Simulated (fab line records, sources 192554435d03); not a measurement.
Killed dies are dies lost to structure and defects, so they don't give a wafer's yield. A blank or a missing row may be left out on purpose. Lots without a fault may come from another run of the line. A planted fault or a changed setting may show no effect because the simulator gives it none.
A struck lot beside a sound one | flow n5_finfet | 43 steps out of a route of 1938
Sound: wafers L336.2, L336.3, L336.5. Struck: wafers L342.1, L342.3, L342.5. The cause comes at the end.
At each step with rows: each side's tool, then ch and its chambers, then its first start. Under that, the readings that differ: sound wafers | struck wafers | difference of the means | sigmas: that difference in standard deviations of wafers without a fault.
alike: readings whose means differ by less than 2 such deviations, and words and numbers that are the same on both sides. not compared: withheld readings, readings that some wafer has no value for, bounds like >300 that may hide the same value, and numbers for which the record gives no deviation and whose values overlap.
The two part at a step that has a row with sigmas, a row that says differs or no value, or rows on one side only. Numbers that don't overlap but have no deviation are shown without sigmas and don't part them. A reading that every wafer of one side lacks parts them only if that side has two wafers or more.

first, 5 steps without rows for these wafers: N5_BEOL_M3_STRIP_83 (strips in C4F6/O2); N5_BEOL_M3_STRIP_36 (strips in N2/H2); N5_BEOL_M3_TRENCH_ETCH_37 (etches SiOC in C4F6/O2, target depth 55.555 nm, time 29.2 s); N5_BEOL_M3_ETCH_41 (etches SiCN in CH3F/O2, target depth 29.9 nm, time 52.5 s); N5_BEOL_M3_STRIP_97 (strips in N2/H2, time 10 s).
N5_BEOL_M3_OCD_MEAS_38:
  sound on ocd-01, day 8 16:35; struck on ocd-01, day 10 02:12
  alike: trench_depth_nm
then, 4 steps without rows for these wafers: N5_BEOL_M3_HM_STRIP_39 (strips TiN in peroxide tin strip, target depth 25 nm, time 158 s); N5_BEOL_M3_SRD_40 (time 30 s); N5_BEOL_M3_PRECLEAN_42 (cleans in residue remover, time 60 s); N5_BEOL_M3_SRD_43 (time 30 s).
N5_BEOL_M3_CD_MEAS_35: target cd 18 nm, target cd y 21 nm.
  sound on cd_sem-03, day 8 16:44; struck on cd_sem-01, day 10 02:22
  alike: cd_nm
then, 1 step without rows for these wafers: N5_BEOL_M3_DEGAS_44 (time 60 s).
N5_BEOL_M3_PRE_CLEAN_45: time 30 s.
  sound on pvd_sputter-02, day 8 16:58; struck on pvd_sputter-02, day 10 02:46
  alike: heater_power_w
then, 3 steps without rows for these wafers: N5_BEOL_M3_ALD_84 (deposits TaN, pulse time 2 s, purge time 3 s, co reactant purge time 2 s); N5_BEOL_M3_SURFACE_TREAT_85; N5_BEOL_M3_CVD_47 (deposits Co from CCTBA/H2, target thk 3 nm, time 223.8 s).
N5_BEOL_M3_SPUTTER_48: material Cu, target thk 4.5 nm, time 8.29 s.
  sound on pvd_sputter-01, day 8 17:46; struck on pvd_sputter-02, day 10 03:34
  alike: throttle_valve_pct
then, 1 step without rows for these wafers: N5_BEOL_M3_ANNEAL_49 (time 240 s).
N5_BEOL_M3_SPUTTER_79: material Cu, target thk 4.5 nm, time 8.29 s.
  sound on pvd_sputter-01, day 8 17:59; struck on pvd_sputter-02, day 10 03:47
  alike: throttle_valve_pct
N5_BEOL_M3_ANNEAL_80: time 240 s.
  sound on pvd_sputter-01, day 8 18:04; struck on pvd_sputter-02, day 10 03:52
  alike: heater_power_w
then, 11 steps without rows for these wafers: N5_BEOL_M3_SPUTTER_81 (material Cu, target thk 4.5 nm, time 8.29 s); N5_BEOL_M3_ANNEAL_82 (time 240 s); N5_BEOL_M3_SPUTTER_86 (material Cu, target thk 4.5 nm, time 8.29 s); N5_BEOL_M3_ANNEAL_87 (time 240 s); N5_BEOL_M3_SPUTTER_88 (material Cu, target thk 4.5 nm, time 8.29 s); N5_BEOL_M3_ANNEAL_89 (time 240 s); N5_BEOL_M3_SPUTTER_90 (material Cu, target thk 4.5 nm, time 8.29 s); N5_BEOL_M3_ANNEAL_91 (time 240 s); N5_BEOL_M3_SPUTTER_92 (material Cu, target thk 4.5 nm, time 8.29 s); N5_BEOL_M3_ANNEAL_93 (time 240 s); N5_BEOL_M3_SPUTTER_94 (material Cu, target thk 4.5 nm, time 8.29 s).
N5_BEOL_M3_ANNEAL_95: time 240 s.
  sound on pvd_sputter-01, day 8 19:23; struck on pvd_sputter-02, day 10 05:11
  alike: heater_power_w
then, 4 steps without rows for these wafers: N5_BEOL_M3_SPUTTER_96 (material Cu, target thk 4.5 nm, time 8.29 s); N5_BEOL_M3_ECD_50 (material Cu, target thk 300 nm); N5_BEOL_M3_ANNEAL_51 (time 90 s); N5_BEOL_M3_CMP_52 (polishes, stops on SiOC, t overpolish 6.8 s, target thk 40 nm).
N5_BEOL_M3_THK_MEAS_53: measures by xrf.
  sound on film_metro-02, day 8 20:49; struck on film_metro-02, day 10 06:08
  alike: M3_THK
then, 1 step without rows for these wafers: N5_BEOL_M3_PRE_CLEAN_60 (time 15 s).
N5_BEOL_M3_CO_CAP_55: material Co, precursor CCTBA/H2, target thk 2 nm, time 102.1 s.
  sound on cvd_co-02 ch 0,2, day 8 20:55; struck on cvd_co-02 ch 0,2, day 10 06:17
  alike: heater_power_w
then, 2 steps without rows for these wafers: N5_BEOL_M3_PRE_CLEAN_56 (time 15 s); N5_BEOL_M3_DEP_57 (deposits SiCN from 3MS/NH3, target thk 8 nm, time 14 s).
N5_BEOL_M3_RS_MEAS_58: measures by four-point-probe.
  sound on film_metro-02, day 8 21:06; struck on film_metro-02, day 10 06:28
  alike: M3_RS
-- the record jumps here: 4 days lie between the struck wafers' starts before and after (it left off in module BEOL_M3 and takes up again in module PASSIVATION, whose first step shown is number 1936 of the route) --
N5_PASSIVATION_PROBE_49:
  the record has rows for the struck wafers here (prober-02, day 14 11:53) and none for the sound ones

WHERE THEY PART
Only at N5_PASSIVATION_PROBE_49, within this record.

WHY: what the simulator had put in
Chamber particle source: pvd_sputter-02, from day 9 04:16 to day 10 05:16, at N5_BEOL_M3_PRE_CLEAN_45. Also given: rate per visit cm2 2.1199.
